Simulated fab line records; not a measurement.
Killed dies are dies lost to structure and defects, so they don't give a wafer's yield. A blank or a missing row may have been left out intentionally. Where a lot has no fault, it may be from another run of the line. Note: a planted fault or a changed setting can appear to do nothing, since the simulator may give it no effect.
The tool behind it: which one? ; flow nand_harc ; 7 lots, 19 wafers sampled, at 3 steps of a route of 1159

== WHAT THE GAUGES READ, wafer by wafer ==
NHARC_A_ONON_D1_THK_MEAS_30: measures by ellipsometry.
lot;measured;on;thk_nm (nm)
L121;day 8 07:32;film_metro-01;980 980 980
L123;day 8 22:03;film_metro-02;989 989 990
L125;day 8 22:00;film_metro-02;993 994 995
L128;day 9 16:30;film_metro-01;989 988 988
L130;day 10 10:10;film_metro-01;991 990 992
L135;day 12 00:22;film_metro-01;1531 997
L138;day 12 14:50;film_metro-01;1553 1013

== TOOL THAT RAN EACH LOT (tool first, then ch and the chambers of the sampled wafers, then the start) ==
lot;NHARC_A_ZERO_WELL_RTA_16;NHARC_A_ONON_D1_DEP_28
L121;rtp_anneal-02 ch 0, day 6 22:44;pecvd_onon-02 ch 0, day 8 07:04
L123;rtp_anneal-02 ch 0, day 7 13:13;pecvd_onon-04 ch 0, day 8 21:36
L125;rtp_anneal-02 ch 0, day 7 14:05;pecvd_onon-02 ch 0, day 8 21:33
L128;rtp_anneal-01 ch 0, day 8 11:08;pecvd_onon-03 ch 0, day 9 16:06
L130;rtp_anneal-01 ch 0, day 9 00:25;pecvd_onon-03 ch 0, day 10 09:39
L135;rtp_anneal-02 ch 0, day 10 15:27;pecvd_onon-03 ch 0, day 11 23:58
L138;rtp_anneal-02 ch 0, day 11 05:20;pecvd_onon-03 ch 0, day 12 14:19
- NHARC_A_ZERO_WELL_RTA_16: time 10 s.
- NHARC_A_ONON_D1_DEP_28: target thk 1000 nm.

== THE ANSWER, worked out from the rows above alone ==
Rule: what is usual is taken from the lots themselves. Put in order of their means at a reading, lots are off if they are a third of the lots or fewer, leave a main group of 4 or more, and stand apart from it by a gap of 3 or more times the standard deviation of the main group's means; of several such gaps the widest counts. The tables above print the reading to a certain number of digits; a main group whose means all agree to those digits is not used. A lot without any number at a reading at which 4 lots or more have one is off too. Any other lot the step has rows for is counted as sound.
Off, at NHARC_A_ONON_D1_THK_MEAS_30 on thk_nm: L135, L138. For the main group the mean is 989 nm and the standard deviation 4.7.
A tool fits if, at a process step before that reading, it ran every lot that is off, and no sound lot after the first of them. Gauges at NHARC_A_ONON_D1_THK_MEAS_30: tried the same way as those tools. Can't be told from this: 3 tools fit, rtp_anneal-02 at NHARC_A_ZERO_WELL_RTA_16, pecvd_onon-03 at NHARC_A_ONON_D1_DEP_28, film_metro-01 at NHARC_A_ONON_D1_THK_MEAS_30.

== WHAT THE SIMULATOR PUT IN ==
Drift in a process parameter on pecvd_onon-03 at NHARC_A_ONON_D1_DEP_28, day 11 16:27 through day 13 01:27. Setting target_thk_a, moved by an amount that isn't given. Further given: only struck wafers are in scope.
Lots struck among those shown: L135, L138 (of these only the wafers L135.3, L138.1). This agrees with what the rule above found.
